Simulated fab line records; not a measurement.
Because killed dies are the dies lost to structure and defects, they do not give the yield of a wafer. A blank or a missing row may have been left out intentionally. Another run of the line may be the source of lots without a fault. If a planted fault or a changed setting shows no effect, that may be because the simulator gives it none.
2 desks, one fault	flow nandHarc	each desk has only its own numbers; what lay behind them comes last

== FOR THE TOOL OWNER'S DESK: pecvd-04 ==
The tool's own readings at NHARC_A_M0_DEP_00 (deposits SiOC, target thk 150 nm): means of the sampled wafers that have a number, for each lot that ran on this tool. The brackets show how far a lot's mean lies from the usual mean; more than 4 standard deviations puts the lot out of limits, marked OUT.
Columns: A = rfFwdPowerW at NHARC_A_M0_DEP_00, usual 598.6 W; B = showerheadVppV at NHARC_A_M0_DEP_00, usual 1496 V
lot	first seen here	A	B
L179	day 17 17:04	598.5	1554
L184	day 19 04:13	598.0	1559
L185	day 19 16:49	598.8	1555
L187	day 19 17:41	601.0	1589
L190	day 20 06:26	600.4	1576
L189	day 21 11:36	600.0	1571
L192	day 21 12:02	598.6	1561
This desk's finding: nothing out of limits on any of the 7 lots.

== THE DEFECT DESK ==
Inspection counts along the route, by lot: the mean over sampled wafers that carry a number. The brackets show how far a lot's mean lies from the usual mean; more than 4 standard deviations puts the lot out of limits, marked OUT.
Columns: A = rawDefectCount at NHARC_HYBRID_BOND_INSPECT_06, usual 34
lot	first seen here	A
L179	day 18 20:44	40
L180	day 18 20:44	29
L181	day 19 04:52	28
L184	day 20 05:22	40
L185	day 20 16:40	28
L188	day 20 16:40	46
L187	day 20 16:41	35
L190	day 21 05:24	27
L192	day 22 09:45	16
L189	day 22 09:46	47
L200	day 24 05:00	41
L201	day 24 05:00	31
This desk's finding: nothing out of limits on any of the 12 lots.

== BROUGHT TOGETHER ==
The desk of the tool owner found nothing out of limits.
No out-of-limits result turned up at the defect desk.

== WHAT THE SIMULATOR HAD INSERTED ==
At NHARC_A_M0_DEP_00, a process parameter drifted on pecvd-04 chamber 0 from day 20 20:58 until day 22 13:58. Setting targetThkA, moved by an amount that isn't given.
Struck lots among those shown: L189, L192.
